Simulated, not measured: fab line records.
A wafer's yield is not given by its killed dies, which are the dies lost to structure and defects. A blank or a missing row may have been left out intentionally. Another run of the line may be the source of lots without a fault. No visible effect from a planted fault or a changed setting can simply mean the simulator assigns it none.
A single fault, viewed from 2 desks + flow n5_finfet + each desk has only its own numbers; what lay behind them comes last

METROLOGY DESK
Means of the sampled wafers that have a number, per lot and without regard to the tool the lot ran on: this is what the gauges read. If a lot's mean is further than 4 standard deviations from the usual mean, the lot is out of limits and carries the mark OUT (the distance appears in the brackets). Readings shown: 7 of its 14, picked as those furthest out on some lot.
Columns: A = CHAIN_V1 at N5_BEOL_M4_RC_MEAS_101, usual 234 ohm/link; B = CHAIN_V1_max_site at N5_BEOL_M4_RC_MEAS_101, usual 243 ohm/link; C = COMB_M2 at N5_BEOL_M4_RC_MEAS_101, usual 5.6e-11 S/m; D = COMB_M2_max_site at N5_BEOL_M4_RC_MEAS_101, usual 8e-11 S/m; E = DIBL_N at N5_BEOL_M4_RC_MEAS_101, usual 36.5 mV/V; F = SS_P at N5_BEOL_M4_RC_MEAS_101, usual 73.4 mV/dec; G = VT_P at N5_BEOL_M4_RC_MEAS_101, usual -250 mV
| lot  | first seen here | A   | B   | C       | D     | E    | F    | G    |
|------|-----------------|-----|-----|---------|-------|------|------|------|
| L449 | day 7 20:03     | 246 | 256 | 5.6e-11 | 8e-11 | 35.6 | 73.4 | -253 |
| L452 | day 9 03:16     | 245 | 254 | 5.3e-11 | 8e-11 | 36.3 | 73.3 | -247 |
| L453 | day 9 04:07     | 239 | 249 | 4.6e-11 | 6e-11 | 36.1 | 73.5 | -249 |
| L456 | day 9 18:21     | 243 | 251 | 6.7e-11 | 8e-11 | 36.4 | 73.3 | -252 |
| L458 | day 10 10:15    | 225 | 235 | 8.9e-11 | 1e-10 | 36.1 | 73.6 | -253 |
| L460 | day 11 02:14    | 232 | 243 | 5.8e-11 | 8e-11 | 38.0 | 74.0 | -254 |
| L461 | day 11 21:37    | 204 | 213 | 8.4e-11 | 1e-10 | 36.1 | 73.7 | -251 |
| L468 | day 13 01:34    | 227 | 239 | 4.8e-11 | 8e-11 | 35.8 | 74.0 | -254 |
| L469 | day 13 07:11    | 233 | 243 | 5.5e-11 | 7e-11 | 35.5 | 73.1 | -246 |
Result from this desk: across the 9 lots, nothing is out of limits.

THE TOOL OWNER'S DESK: ald_metal-02
The tool's own readings at N5_BEOL_M2_ALD_84 (deposits TaN, pulse time 2 s, purge time 3 s, co reactant purge time 2 s): means of the sampled wafers that have a number, for each lot that ran on this tool. If a lot's mean is further than 4 standard deviations from the usual mean, the lot is out of limits and carries the mark OUT (the distance appears in the brackets).
Columns: A = chamber_pressure_Torr at N5_BEOL_M2_ALD_84, usual 3.000 Torr; B = heater_power_w at N5_BEOL_M2_ALD_84, usual 416 W; C = susceptor_temp_C at N5_BEOL_M2_ALD_84, usual 274.99 C
| lot  | first seen here | A     | B   | C      |
|------|-----------------|-------|-----|--------|
| L449 | day 6 18:59     | 3.003 | 413 | 274.83 |
| L452 | day 7 16:02     | 3.002 | 461 | 274.73 |
| L453 | day 7 21:08     | 3.001 | 394 | 275.01 |
| L458 | day 9 14:21     | 3.005 | 421 | 275.01 |
| L461 | day 10 20:08    | 2.997 | 416 | 274.97 |
Result from this desk: across the 5 lots, nothing is out of limits.

ALL TOGETHER
At the metrology desk, nothing out of limits was observed.
Nothing out of limits was seen by the tool owner's desk.

WHAT WAS PUT IN BY THE SIMULATOR
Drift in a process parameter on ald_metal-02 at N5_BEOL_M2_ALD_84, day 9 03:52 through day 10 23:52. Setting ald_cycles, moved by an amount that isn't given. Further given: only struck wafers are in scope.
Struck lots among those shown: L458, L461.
